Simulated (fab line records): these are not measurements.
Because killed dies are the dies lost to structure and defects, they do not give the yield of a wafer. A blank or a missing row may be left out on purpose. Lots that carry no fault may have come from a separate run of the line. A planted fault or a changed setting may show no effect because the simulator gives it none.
Matching of chambers | flow n5-finfet | N5_BEOL_M5_DESCUM_33 on rie-diel-01: 4 sister chambers
The step chemistry O2, time 7 s. 20 wafers are shown with their chamber, then 10 later ones without.

WAFERS WITH THEIR CHAMBER
wafer  | chamber | drypump-motor-current-A (A) | showerhead-plenum-p-Torr (Torr) | throttle-valve-pct (%)
L074.3 | 0       | 5.3                         | 2.16                            | 20.93
L074.5 | 0       | 5.3                         | 2.16                            | 20.92
L074.6 | 1       | 6.0                         | 2.11                            | 19.94
L078.1 | 2       | 6.3                         | 2.10                            | 20.68
L078.3 | 3       | 5.8                         | 2.02                            | 20.51
L078.6 | 1       | 6.0                         | 2.11                            | 19.95
L080.1 | 2       | 6.3                         | 2.10                            | 20.67
L080.2 | 3       | 5.8                         | 2.02                            | 20.53
L080.4 | 2       | 6.2                         | 2.10                            | 20.69
L082.1 | 3       | 5.8                         | 2.02                            | 20.52
L082.2 | 0       | 5.3                         | 2.16                            | 20.56
L082.3 | 2       | 6.3                         | 2.10                            | 20.69
L086.2 | 1       | 6.0                         | 2.11                            | 19.96
L086.3 | 3       | 5.8                         | 2.01                            | 20.53
L086.5 | 2       | 6.2                         | 2.10                            | 20.70
L085.2 | 0       | 5.3                         | 2.15                            | 20.55
L085.4 | 2       | 6.3                         | 2.10                            | 20.71
L085.5 | 3       | 5.8                         | 2.01                            | 20.53
L089.1 | 2       | 6.3                         | 2.10                            | 20.70
L089.5 | 0       | 5.3                         | 2.15                            | 20.56

SIGNATURES (averages over the wafers above)
reading                  | chamber 0 | chamber 1 | chamber 2 | chamber 3 | scatter within a chamber
drypump-motor-current-A  | 5.300     | 6.000     | 6.271     | 5.800     | 0.0299
showerhead-plenum-p-Torr | 2.1560    | 2.1100    | 2.1000    | 2.0160    | 0.00387
throttle-valve-pct       | 20.7040   | 19.9500   | 20.6914   | 20.5240   | 0.101
Rule: a wafer's distance from a chamber is the root of the sum, over the readings, of the square of ((its reading less the chamber's mean) divided by the reading's scatter). The wafer belongs to the nearest chamber; if the next one is less than 2 further off, it can't be placed. How the scatter is found: for the shown wafers, subtract from each reading the mean of its chamber, square and add these, divide the total by (wafers less chambers), then take the root.

WAFERS WITHOUT THEIR CHAMBER
wafer  | drypump-motor-current-A (A) | showerhead-plenum-p-Torr (Torr) | throttle-valve-pct (%)
L089.6 | 6.0                         | 2.11                            | 19.98
L093.2 | 5.3                         | 2.15                            | 20.59
L093.4 | 6.3                         | 2.09                            | 20.73
L093.5 | 6.3                         | 2.09                            | 20.73
L094.1 | 6.3                         | 2.09                            | 20.74
L094.2 | 6.0                         | 2.10                            | 20.00
L094.3 | 5.8                         | 2.01                            | 20.56
L095.2 | 6.0                         | 2.10                            | 20.00
L095.3 | 5.3                         | 2.15                            | 20.57
L095.5 | 6.2                         | 2.09                            | 20.73

CHAMBER TAKEN BY EACH
wafer  | from the rows above | in truth
L089.6 | 1                   | 1
L093.2 | 0                   | 0
L093.4 | 2                   | 2
L093.5 | 2                   | 2
L094.1 | 2                   | 2
L094.2 | 1                   | 1
L094.3 | 3                   | 3
L095.2 | 1                   | 1
L095.3 | 0                   | 0
L095.5 | 2                   | 2
Correct placement for 10 of the 10. Can't be placed from these rows: 0. Placed wrongly: 0.
